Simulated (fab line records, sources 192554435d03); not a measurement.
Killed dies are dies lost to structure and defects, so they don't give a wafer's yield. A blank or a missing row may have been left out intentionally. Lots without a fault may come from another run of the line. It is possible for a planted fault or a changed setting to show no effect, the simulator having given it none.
fab line records    flow n5_finfet
[record] lots = 6  wafers = 18  last_day = 19
route steps=1938 shown FIN_SAQP@145 FIN_CUT@154 BEOL_M4@1111
lots untouched by any fault: they come from a run of this same line in which no faults occurred
start_h: the number of hours between the record's first day and the start of the first shown wafer of the lot    wait_h: time in hours since the lot's previous step    " repeats the value in the row above    L1.1+2: a single row standing in for several wafers    - no value, or no start given    * or withheld: withheld    < > ~ a bound
route shown NAME@n: names a module that has steps shown in the file, with the first one's number in the route    usual: average and standard deviation across the fault-free wafers    same: alike in all rows    chamber/n: place in a boat    sites: per-site readings    _std_site: the standard deviation of these    _edge_site: inner sites' mean taken away from outer sites' mean    radius_mm: how far each site lies from the wafer's centre    mask NAME#n: copy n    behind: the most recent tool/chamber to have shaped the wafer    hold: reason for holding the lot/hours on hold/outcome of the hold    device: whichever transistor did not switch (one of n, p or np)    end of line: tests run on the same wafers once the route is complete    a step without rows: its recipe alone    killed: not the wafer's yield, but the dies lost to structure and defects at the first sort    map: the dies of a wafer, with x for killed, . for not killed, _ for no die there
set.NAME: setting as actually run; set.NAME@STEP: the setting as run at that earlier step    model.NAME: the simulator's own value behind a step, which no gauge read
lots seen at some steps along the route; tables by step, rows by wafer
services: the hour from which a tool's chamber was out of use, counted from the record's first day as start_h (under 0 if before that day), plus the number of hours and why
[[steps]]
[step N5_FIN_SAQP_HM_CD_35]
[recipe] target_cd_nm = 8  polarity = line
[usual] cd_nm = 8.09/0.25
lot.wafer  tool       chamber  start_h  wait_h  cd_nm
L210.1     cd_sem-01  -        26.32    0.1     7.83
L210.3     "          -        "        "       7.82
L210.4     "          -        "        "       8.04
L221.1     cd_sem-02  -        95.07    0.1     7.93
L221.2     "          -        "        "       8.13
L221.3     "          -        "        "       7.72
L229.1     cd_sem-02  -        139.96   0.1     8.16
L229.2     "          -        "        "       7.91
L229.5     "          -        "        "       7.81
L231.2     cd_sem-03  -        152.47   0.1     7.69
L231.3     "          -        "        "       7.72
L231.6     "          -        "        "       8.29
L232.1     cd_sem-03  -        159.46   0.1     8.47
L232.4     "          -        "        "       8.42
L232.5     "          -        "        "       8.34
L233.1     cd_sem-03  -        163.96   0.1     8.34
L233.2     "          -        "        "       7.92
L233.6     "          -        "        "       8.33
[step N5_FIN_SAQP_ETCH_64]
[recipe] chemistry = CF4  target = SiO2  target_depth_a = 15  ion_energy_ev = 350  pressure_mtorr = 10  icp_w = 800  bias_w = 400  cf4_flow_sccm = 80
[usual] drypump_motor_current_A = 5.5/0.49  oes_product_au = 1.000/0.021  throttle_valve_pct = 21.83/0.14
lot.wafer  tool       chamber  start_h  wait_h  drypump_motor_current_A  oes_product_au  rf_hours_counter_h  throttle_valve_pct
L210.1     rie_si-05  3        26.37    0.0     5.8                      1.023           98                  21.93
L210.3     "          0        "        "       5.7                      1.006           87                  21.60
L210.4     "          1        "        "       5.7                      0.985           80                  21.96
L221.1     rie_si-06  1        95.12    0.0     5.6                      0.990           1                   21.68
L221.2     "          0        "        "       5.4                      0.980           35                  21.92
L221.3     "          3        "        "       5.5                      1.013           197                 22.24
L229.1     rie_si-02  0        140.01   0.0     6.7                      1.012           45                  21.69
L229.2     "          2        "        "       4.6                      1.011           5                   21.79
L229.5     "          2        "        "       4.7                      1.022           -                   21.80
L231.2     rie_si-05  3        152.52   0.0     5.8                      1.021           101                 21.93
L231.3     "          0        "        "       5.7                      1.011           89                  21.60
L231.6     "          3        "        "       5.8                      1.020           -                   21.93
L232.1     rie_si-06  2        159.51   0.0     4.8                      1.026           23                  22.07
L232.4     "          3        "        "       5.5                      1.006           1                   22.06
L232.5     "          3        "        "       5.5                      1.013           -                   22.05
L233.1     rie_si-06  2        164.00   0.0     4.8                      1.033           24                  22.07
L233.2     "          3        "        "       5.5                      1.002           1                   22.05
L233.6     "          2        "        "       4.8                      1.032           -                   22.07
[step N5_FIN_SAQP_FIN_ETCH_36]
[recipe] chemistry = HBr/Cl2/O2  target_depth_a = 1200  mask_material = SiNx  time_s = 50.4  bias_w = 102  pressure_mtorr = 10  icp_w = 800  HBr_flow_sccm = 150  Cl2_flow_sccm = 80  O2_flow_sccm = 12
[usual] drypump_motor_current_A = 5.5/0.49  oes_product_au = 0.999/0.019  throttle_valve_pct = 35.97/0.2
lot.wafer  tool       chamber  start_h  wait_h  drypump_motor_current_A  oes_product_au  rf_hours_counter_h  throttle_valve_pct
L210.1     rie_si-05  3        26.39    0.0     5.8                      1.019           98                  36.11
L210.3     "          0        "        "       5.6                      1.004           87                  35.76
L210.4     "          1        "        "       5.7                      0.983           80                  36.05
L221.1     rie_si-06  1        95.14    0.0     5.6                      0.992           1                   35.97
L221.2     "          0        "        "       5.4                      0.978           35                  36.21
L221.3     "          3        "        "       5.5                      1.021           197                 36.03
L229.1     rie_si-02  0        140.03   0.0     6.7                      1.021           45                  35.93
L229.2     "          2        "        "       4.7                      1.024           5                   35.86
L229.5     "          2        "        "       4.7                      1.005           -                   35.88
L231.2     rie_si-05  3        152.54   0.0     5.8                      1.014           101                 36.10
L231.3     "          0        "        "       5.7                      1.006           89                  35.75
L231.6     "          3        "        "       5.8                      1.011           -                   36.10
L232.1     rie_si-06  2        159.53   0.0     4.8                      1.011           23                  36.68
L232.4     "          3        "        "       5.5                      1.008           1                   35.77
L232.5     "          3        "        "       5.5                      1.000           -                   35.76
L233.1     rie_si-06  2        164.02   0.0     4.8                      1.005           24                  36.67
L233.2     "          3        "        "       5.5                      0.999           1                   35.76
L233.6     "          2        "        "       4.8                      1.006           -                   36.68
[step N5_FIN_SAQP_CD_MEAS_37]
[recipe] target_cd_nm = 8  polarity = line
[usual] cd_nm = 8.06/0.26
lot.wafer  tool       chamber  start_h  wait_h  cd_nm
L210.1     cd_sem-03  -        26.50    0.1     8.12
L210.3     "          -        "        "       8.13
L210.4     "          -        "        "       8.04
L221.1     cd_sem-02  -        95.26    0.1     8.27
L221.2     "          -        "        "       7.61
L221.3     "          -        "        "       7.68
L229.1     cd_sem-01  -        140.14   0.1     7.80
L229.2     "          -        "        "       7.63
L229.5     "          -        "        "       8.13
L231.2     cd_sem-01  -        152.67   0.1     8.10
L231.3     "          -        "        "       7.51
L231.6     "          -        "        "       7.95
L232.1     cd_sem-01  -        159.65   0.1     7.97
L232.4     "          -        "        "       8.23
L232.5     "          -        "        "       8.10
L233.1     cd_sem-01  -        164.14   0.1     8.70
L233.2     "          -        "        "       7.94
L233.6     "          -        "        "       8.67
[step N5_FIN_SAQP_PRECLEAN_38]
[recipe] chemistry = O3/DIW  time_s = 45  temp_c = 22  o3_ppm = 10
[step N5_FIN_SAQP_PRECLEAN_45]
[recipe] chemistry = dHF  time_s = 10  dilution = 500:1  temp_c = 25
[step N5_FIN_SAQP_SRD_39]
[recipe] dry = ipa_marangoni  time_s = 30  temp_c = 23  rinse_liquid = diw
[step N5_FIN_SAQP_OCD_MEAS_76]
[usual] trench_depth_nm = 120.3/1.6
lot.wafer  tool    chamber  start_h  wait_h  trench_depth_nm
L210.1     ocd-02  -        26.61    0.0     121.1
L210.3     "       -        "        "       122.6
L210.4     "       -        "        "       120.8
L221.1     ocd-01  -        95.36    0.0     120.0
L221.2     "       -        "        "       116.3
L221.3     "       -        "        "       119.3
L229.1     ocd-02  -        140.25   0.0     122.3
L229.2     "       -        "        "       122.0
L229.5     "       -        "        "       120.3
L231.2     ocd-01  -        152.77   0.0     120.0
L231.3     "       -        "        "       123.4
L231.6     "       -        "        "       120.3
L232.1     ocd-01  -        159.75   0.0     121.7
L232.4     "       -        "        "       120.6
L232.5     "       -        "        "       120.3
L233.1     ocd-01  -        164.25   0.0     121.0
L233.2     "       -        "        "       120.7
L233.6     "       -        "        "       121.4
[step N5_FIN_SAQP_INSPECT_40]
[recipe] inspect_instrument = brightfield  mode = aei
[usual] raw_defect_count = 247/67
lot.wafer  tool               chamber  start_h  wait_h  raw_defect_count
L210.1     defect_inspect-01  -        26.64    0.0     351
L210.3     "                  -        "        "       287
L210.4     "                  -        "        "       397
L221.1     defect_inspect-02  -        95.39    0.0     218
L221.2     "                  -        "        "       330
L221.3     "                  -        "        "       214
L229.1     defect_inspect-01  -        140.28   0.0     207
L229.2     "                  -        "        "       319
L229.5     "                  -        "        "       365
L231.2     defect_inspect-01  -        152.80   0.0     285
L231.3     "                  -        "        "       234
L231.6     "                  -        "        "       238
L232.1     defect_inspect-01  -        159.78   0.0     216
L232.4     "                  -        "        "       189
L232.5     "                  -        "        "       178
L233.1     defect_inspect-01  -        164.28   0.0     241
L233.2     "                  -        "        "       233
L233.6     "                  -        "        "       375
[step N5_FIN_CUT_COAT_18]
[recipe] resist = SOC  temp_c = 250  time_s = 60  spin_rpm = 1500  resist_thk_nm = 230
[step N5_FIN_CUT_COAT_19]
[recipe] resist = SiARC  temp_c = 220  time_s = 60  spin_rpm = 1500  resist_thk_nm = 20
[step N5_FIN_CUT_COAT_29]
[recipe] resist = underlayer  temp_c = 205  time_s = 60  spin_rpm = 1500  resist_thk_nm = 10
[step N5_FIN_CUT_COAT_02]
[recipe] resist = CAR-EUV  spin_rpm = 1500  resist_thk_nm = 30
[usual] spin_speed_rpm = 1500.0/1
lot.wafer  tool            chamber  start_h  wait_h  spin_speed_rpm  model.CAR-EUV_of_FIN_CUT_COAT_02.thk_nm
L210.1     litho_track-03  0        26.68    -       1498.0          30
L210.3     "               0        "        "       1499.4          30
L210.4     "               0        "        "       1498.9          30
L221.1     litho_track-02  0        95.43    -       1499.1          30
L221.2     "               0        "        "       1500.1          30
L221.3     "               0        "        "       1499.0          30
L229.1     litho_track-03  0        140.32   -       1613.9          29
L229.2     "               0        "        "       1614.5          29
L229.5     "               0        "        "       1616.4          29
L231.2     litho_track-02  0        152.84   -       1499.6          30
L231.3     "               0        "        "       1500.7          30
L231.6     "               0        "        "       1500.5          30
L232.1     litho_track-03  0        159.82   -       1615.1          29
L232.4     "               0        "        "       1614.7          28.8
L232.5     "               0        "        "       1615.3          29
L233.1     litho_track-02  0        164.32   -       1498.2          30
L233.2     "               0        "        "       1498.5          30
L233.6     "               0        "        "       1498.1          30
[step N5_FIN_CUT_EBR_04]
[recipe] solvent = PGMEA  ebr_width_mm = 1.5
[step N5_FIN_CUT_SOFTBAKE_03]
[recipe] temp_c = 110  time_s = 60  resist = CAR-EUV
[step N5_FIN_CUT_EXPOSE_05]
[recipe] mask_id = FIN_CUT  na = 0.33  source_shape = annular  sigma_inner = 0.35  sigma_outer = 0.8  polarization = unpolarized  dose_mj = 45.75
[step N5_FIN_CUT_PEB_06]
[recipe] peb_temp_c = 100  peb_time_s = 60  resist = CAR-EUV
[step N5_FIN_CUT_DEVELOP_07]
[recipe] develop_time_s = 30  developer = TMAH  resist = CAR-EUV  rinse_liquid = surfactant_rinse  dry = air_spin  dev_temp_c = 23
[step N5_FIN_CUT_CD_MEAS_08]
[recipe] target_cd_nm = 29.1  landing_energy_ev = 500  detector = se_inlens  polarity = opening
[usual] cd_nm = 29.13/0.24
lot.wafer  tool       chamber  start_h  wait_h  cd_nm
L210.1     cd_sem-01  0        26.94    -       29.41
L210.3     "          0        "        "       29.25
L210.4     "          0        "        "       29.46
L221.1     cd_sem-03  0        95.81    -       29.27
L221.2     "          0        "        "       28.72
L221.3     "          0        "        "       29.22
L229.1     cd_sem-03  0        140.71   -       29.19
L229.2     "          0        "        "       29.25
L229.5     "          0        "        "       28.98
L231.2     cd_sem-03  0        153.11   -       28.97
L231.3     "          0        "        "       29.18
L231.6     "          0        "        "       28.73
L232.1     cd_sem-03  0        160.09   -       29.56
L232.4     "          0        "        "       29.14
L232.5     "          0        "        "       29.07
L233.1     cd_sem-01  0        164.70   -       29.33
L233.2     "          0        "        "       29.21
L233.6     "          0        "        "       29.08
[step N5_FIN_CUT_OVL_MEAS_09]
[recipe] points_per_wafer = 522
[usual] FIN_CUT_OVL = -0.4/0.59
lot.wafer  tool        chamber  start_h  wait_h  FIN_CUT_OVL[nm]
L210.1     overlay-02  0        26.97    0.0     -0.7
L210.3     "           0        "        "       -0.1
L210.4     "           0        "        "       0.2
L221.1     overlay-02  0        95.85    0.0     -1.5
L221.2     "           0        "        "       -0.8
L221.3     "           0        "        "       -1.6
L229.1     overlay-02  0        140.74   0.0     0.4
L229.2     "           0        "        "       -0.4
L229.5     "           0        "        "       0.0
L231.2     overlay-02  0        153.14   0.0     -0.6
L231.3     "           0        "        "       -0.8
L231.6     "           0        "        "       0.1
L232.1     overlay-01  0        160.12   0.0     -0.3
L232.4     "           0        "        "       -0.3
L232.5     "           0        "        "       -0.6
L233.1     overlay-01  0        164.74   0.0     -0.2
L233.2     "           0        "        "       -0.3
L233.6     "           0        "        "       -0.1
[step N5_FIN_CUT_INSPECT_10]
[recipe] mode = adi  inspect_instrument = brightfield
[usual] raw_defect_count = 45/12
lot.wafer  tool               chamber  start_h  wait_h  raw_defect_count
L210.1     defect_inspect-02  -        27.03    0.1     42
L210.3     "                  -        "        "       43
L210.4     "                  -        "        "       63
L221.1     defect_inspect-02  -        95.90    0.1     43
L221.2     "                  -        "        "       53
L221.3     "                  -        "        "       40
L229.1     defect_inspect-01  -        140.79   0.1     42
L229.2     "                  -        "        "       56
L229.5     "                  -        "        "       61
L231.2     defect_inspect-01  -        153.20   0.0     62
L231.3     "                  -        "        "       49
L231.6     "                  -        "        "       57
L232.1     defect_inspect-01  -        160.17   0.1     43
L232.4     "                  -        "        "       42
L232.5     "                  -        "        "       44
L233.1     defect_inspect-02  -        164.79   0.1     52
L233.2     "                  -        "        "       38
L233.6     "                  -        "        "       78
[step N5_FIN_CUT_DESCUM_13]
[recipe] chemistry = O2  time_s = 7  source_power_w = 50  bias_power_w = 20  pressure_mtorr = 20  rf_frequency_hz = 2.712e+07  temp_c = 40  resist = CAR-EUV  o2_flow_sccm = 225
[usual] drypump_motor_current_A = 5.8/0.47  oes_product_au = 0.79/0.08  rf_vpp_V = 243.4/1.3  showerhead_plenum_p_Torr = 2.12/0.065  throttle_valve_pct = 20.43/0.28
lot.wafer  tool         chamber  start_h  wait_h  drypump_motor_current_A  oes_product_au  rf_hours_counter_h  rf_vpp_V  showerhead_plenum_p_Torr  throttle_valve_pct
L210.1     rie_diel-01  3        27.60    0.6     6.3                      0.68            248                 242.8     2.07                      20.44
L210.3     "            1        "        "       5.8                      0.75            145                 242.5     2.02                      20.57
L210.4     "            0        "        "       6.0                      0.75            128                 244.0     2.12                      20.70
L221.1     rie_diel-01  1        95.94    0.0     5.8                      0.73            169                 239.7     2.01                      20.59
L221.2     "            3        "        "       6.2                      0.93            13                  243.0     2.06                      20.08
L221.3     "            0        "        "       6.0                      0.73            150                 241.9     2.12                      20.74
L229.1     rie_diel-03  0        140.83   0.0     5.5                      0.98            2                   245.0     2.14                      20.23
L229.2     "            2        "        "       5.1                      0.80            78                  244.3     2.14                      20.48
L229.5     "            2        "        "       5.1                      0.81            -                   243.1     2.14                      20.48
L231.2     rie_diel-03  0        153.23   0.0     5.5                      0.97            4                   244.5     2.14                      20.24
L231.3     "            2        "        "       5.1                      0.80            81                  241.4     2.14                      20.50
L231.6     "            3        "        "       4.7                      0.78            -                   242.5     2.02                      20.51
L232.1     rie_diel-06  3        160.46   0.3     6.0                      0.76            143                 242.6     2.11                      20.44
L232.4     "            2        "        "       5.9                      0.75            151                 245.4     2.16                      20.22
L232.5     "            0        "        "       6.6                      0.92            -                   244.1     2.13                      19.79
L233.1     rie_diel-01  1        165.15   0.4     5.8                      0.72            185                 242.8     2.00                      20.63
L233.2     "            3        "        "       6.3                      0.88            35                  242.2     2.05                      20.12
L233.6     "            3        "        "       6.3                      0.87            -                   241.4     2.05                      20.13
[step N5_FIN_CUT_ETCH_30]
[recipe] chemistry = N2/H2  target = underlayer  target_depth_a = 130  mask_material = CAR-EUV  time_s = 10.4  ion_energy_ev = 200  pressure_mtorr = 30  source_w = 840  bias_w = 150  n2_flow_sccm = 200  h2_flow_sccm = 200  ends = cleared
[usual] drypump_motor_current_A = 5.8/0.48  etch_rf_on_time_s = 10.47/0.24  oes_product_au = 0.68/0.067  rf_vpp_V = 524.7/2.5  showerhead_plenum_p_Torr = 2.57/0.081  throttle_valve_pct = 17.81/0.28
lot.wafer  tool         chamber  start_h  wait_h  drypump_motor_current_A  etch_rf_on_time_s  oes_product_au  rf_hours_counter_h  rf_vpp_V  showerhead_plenum_p_Torr  throttle_valve_pct  model.CAR-EUV_of_FIN_CUT_COAT_02.thk_nm
L210.1     rie_diel-01  3        27.64    0.0     6.2                      10.36              0.59            248                 522.5     2.49                      17.73               14.6
L210.3     "            1        "        "       5.8                      10.21              0.65            145                 522.0     2.45                      17.98               14.6
L210.4     "            0        "        "       6.0                      10.59              0.63            128                 523.3     2.56                      17.95               14.8
L221.1     rie_diel-01  1        95.97    0.0     5.8                      10.35              0.62            169                 519.4     2.44                      18.00               14.6
L221.2     "            3        "        "       6.3                      10.37              0.79            13                  522.2     2.48                      17.33               14.6
L221.3     "            0        "        "       6.1                      10.77              0.62            150                 523.2     2.55                      17.99               14.8
L229.1     rie_diel-03  0        140.86   0.0     5.5                      10.41              0.83            2                   527.6     2.62                      17.70               13.6
L229.2     "            2        "        "       5.1                      10.19              0.70            78                  526.3     2.59                      17.84               13.6
L229.5     "            2        "        "       5.1                      10.27              0.69            -                   525.1     2.59                      17.84               13.6
L231.2     rie_diel-03  0        153.26   0.0     5.5                      10.57              0.81            4                   527.1     2.62                      17.70               14.6
L231.3     "            2        "        "       5.1                      10.30              0.69            81                  524.4     2.58                      17.85               14.4
L231.6     "            3        "        "       4.7                      10.35              0.66            -                   521.3     2.45                      18.00               14.6
L232.1     rie_diel-06  3        160.49   0.0     6.0                      10.90              0.64            143                 523.8     2.53                      17.69               13.8
L232.4     "            2        "        "       6.0                      10.67              0.64            151                 528.1     2.65                      17.82               13.6
L232.5     "            0        "        "       6.7                      10.69              0.78            -                   524.6     2.61                      17.34               13.6
L233.1     rie_diel-01  1        165.19   0.0     5.8                      10.25              0.61            185                 520.3     2.44                      18.03               14.6
L233.2     "            3        "        "       6.2                      10.36              0.75            35                  522.8     2.47                      17.37               14.6
L233.6     "            3        "        "       6.2                      10.44              0.75            -                   523.5     2.47                      17.35               14.6
[step N5_FIN_CUT_ETCH_20]
[recipe] chemistry = CF4  target = SiARC  target_depth_a = 260  mask_material = CAR-EUV  time_s = 43.3  ion_energy_ev = 80  pressure_mtorr = 40  source_w = 545  bias_w = 36  Ar_flow_sccm = 100  cf4_flow_sccm = 100  ends = cleared
[usual] drypump_motor_current_A = 5.8/0.48  etch_rf_on_time_s = 43.6/0.97  oes_product_au = 0.68/0.068  rf_vpp_V = 184.1/1.2  showerhead_plenum_p_Torr = 2.16/0.066  throttle_valve_pct = 15.59/0.26
lot.wafer  tool         chamber  start_h  wait_h  drypump_motor_current_A  etch_rf_on_time_s  oes_product_au  rf_hours_counter_h  rf_vpp_V  showerhead_plenum_p_Torr  throttle_valve_pct
L210.1     rie_diel-01  3        27.66    0.0     6.3                      43.0               0.60            248                 184.4     2.10                      15.63
L210.3     "            1        "        "       5.8                      42.5               0.65            145                 182.1     2.07                      15.71
L210.4     "            0        "        "       6.0                      44.5               0.63            128                 184.5     2.15                      15.73
L221.1     rie_diel-01  1        95.99    0.0     5.8                      42.5               0.63            169                 183.6     2.07                      15.78
L221.2     "            3        "        "       6.3                      43.0               0.80            13                  183.4     2.10                      15.19
L221.3     "            0        "        "       6.1                      45.2               0.61            150                 185.0     2.14                      15.78
L229.1     rie_diel-03  0        140.88   0.0     5.5                      43.0               0.84            2                   184.1     2.19                      15.41
L229.2     "            2        "        "       5.1                      42.5               0.70            78                  183.9     2.16                      15.45
L229.5     "            2        "        "       5.1                      42.4               0.69            -                   184.8     2.16                      15.43
L231.2     rie_diel-03  0        153.28   0.0     5.5                      43.7               0.81            4                   185.4     2.19                      15.42
L231.3     "            2        "        "       5.1                      42.6               0.70            81                  185.0     2.16                      15.46
L231.6     "            3        "        "       4.7                      43.3               0.66            -                   183.4     2.06                      15.59
L232.1     rie_diel-06  3        160.51   0.0     6.0                      44.8               0.64            143                 183.9     2.15                      15.55
L232.4     "            2        "        "       6.0                      44.2               0.64            151                 184.2     2.24                      15.65
L232.5     "            0        "        "       6.6                      43.5               0.78            -                   184.1     2.19                      15.04
L233.1     rie_diel-01  1        165.21   0.0     5.8                      42.2               0.63            185                 183.5     2.06                      15.81
L233.2     "            3        "        "       6.3                      43.0               0.76            35                  184.3     2.09                      15.21
L233.6     "            3        "        "       6.3                      43.4               0.76            -                   183.2     2.09                      15.21
[step N5_BEOL_M4_RC_MEAS_101]
[usual] DIBL_N = 36.6/1.9  DIBL_P = 36.7/2.2  IOFF_N = 0.16/0.035  IOFF_P = 0.22/0.038  ION_N = 672/14  ION_P = 462/8.3  SS_N = 71.6/0.65  SS_P = 73.5/0.72  VT_N = 250/3.5  VT_P = -250/3.1
lot.wafer  tool       chamber  start_h  wait_h  DIBL_N[mV/V]  DIBL_P[mV/V]  IOFF_N[nA/um]  IOFF_P[nA/um]  ION_N[uA/um]  ION_P[uA/um]  SS_N[mV/dec]  SS_P[mV/dec]  VT_N[mV]  VT_P[mV]
L210.1     prober-01  0        203.02   0.0     35.1          34.5          0.13           0.21           656           468           70.6          73.1          254       -248
L210.3     "          0        "        "       36.3          36.1          0.15           0.23           659           457           70.9          73.7          251       -249
L210.4     "          0        "        "       35.1          35.1          0.13           0.21           661           465           71.3          73.3          254       -249
L221.1     prober-01  0        254.48   0.0     36.8          38.6          0.19           0.23           663           457           72.4          73.6          249       -250
L221.2     "          0        "        "       35.0          37.0          0.15           0.21           673           464           71.7          73.5          252       -251
L221.3     "          0        "        "       35.1          37.3          0.15           0.22           659           455           71.3          73.4          253       -251
L229.1     prober-02  0        296.96   0.0     35.7          35.6          0.14           0.19           666           459           71.1          73.4          252       -253
L229.2     "          0        "        "       33.6          33.6          0.12           0.18           673           462           71.0          72.5          252       -250
L229.5     "          0        "        "       36.5          37.2          0.16           0.22           676           467           71.4          73.3          250       -251
L232.1     prober-02  0        319.66   0.0     36.6          36.0          0.16           0.23           682           472           71.7          72.4          248       -246
L232.4     "          0        "        "       36.7          35.6          0.17           0.23           688           464           71.3          73.1          247       -248
L232.5     "          0        "        "       37.7          38.1          0.19           0.28           692           478           71.9          73.1          246       -244
L231.2     prober-02  0        326.46   0.2     37.6          36.4          0.17           0.23           691           474           71.6          72.2          250       -249
L231.3     "          0        "        "       36.2          34.1          0.14           0.19           658           453           71.8          72.1          253       -253
L231.6     "          0        "        "       39.4          38.0          0.21           0.27           677           462           72.8          73.4          247       -249
L233.1     prober-01  0        327.85   0.0     39.5          41.3          0.23           0.30           693           471           72.2          74.0          245       -245
L233.2     "          0        "        "       34.9          35.8          0.13           0.19           670           464           71.5          73.0          251       -253
L233.6     "          0        "        "       38.2          40.7          0.21           0.30           698           471           71.8          73.9          246       -245
[[services]]
tool         chamber  start_h  hours  kind
rie_diel-06  1        14.28    8.9    repair
rie_diel-06  3        14.45    3.5    repair
rie_si-06    1        15.87    -      clean
rie_diel-01  3        17.57    4.4    repair
rie_diel-03  2        21.29    4.4    repair
rie_diel-06  2        27.40    9.0    repair
rie_si-05    3        29.13    3.5    repair
rie_diel-01  3        32.68    -      clean
rie_diel-01  3        32.68    -      consumable_replace:focus_ring
rie_diel-01  3        32.68    18.8   scheduled_down
rie_diel-01  3        32.68    18.8   vent_cycle
rie_si-05    3        40.95    5.0    repair
rie_diel-03  3        59.26    6.7    repair
rie_si-05    0        81.46    14.0   repair
rie_si-02    -        88.10    14.6   pm
rie_si-06    2        89.55    7.2    repair
rie_si-06    2        96.79    15.0   repair
rie_diel-01  0        99.20    8.2    repair
rie_diel-01  1        103.86   16.6   repair
rie_diel-03  -        143.10   1.2    repair
rie_si-05    1        148.20   7.9    repair
rie_diel-06  1        151.90   8.1    repair
rie_diel-01  -        164.46   0.3    repair
rie_si-05    -        165.08   14.6   pm
[[key]]
[first_sign] step = N5_FIN_CUT_COAT_02  reading = spin_speed_rpm  direction = up  sigmas = 99+  usual = *  struck = *
effect none on later readings
[model_effect] step = N5_FIN_CUT_COAT_02  value = CAR-EUV_of_FIN_CUT_COAT_02.thk_nm  without = 30  struck = 28.97
[model_effect] step = N5_FIN_CUT_ETCH_30  value = CAR-EUV_of_FIN_CUT_COAT_02.thk_nm  without = 14.67  struck = 13.63
met_at N5_FIN_CUT_COAT_02
struck_wafers L229.1,L229.2,L229.5,L232.1,L232.4,L232.5
onset_between 26.68 140.32
[fault] kind = process_parameter_drift  tool = litho_track-03  chamber = -  onset_h = 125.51  steps = N5_FIN_CUT_COAT_02  channel = spin_rpm  offset = *  shape = step  end_h = 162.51  acts_in = *  stated = *
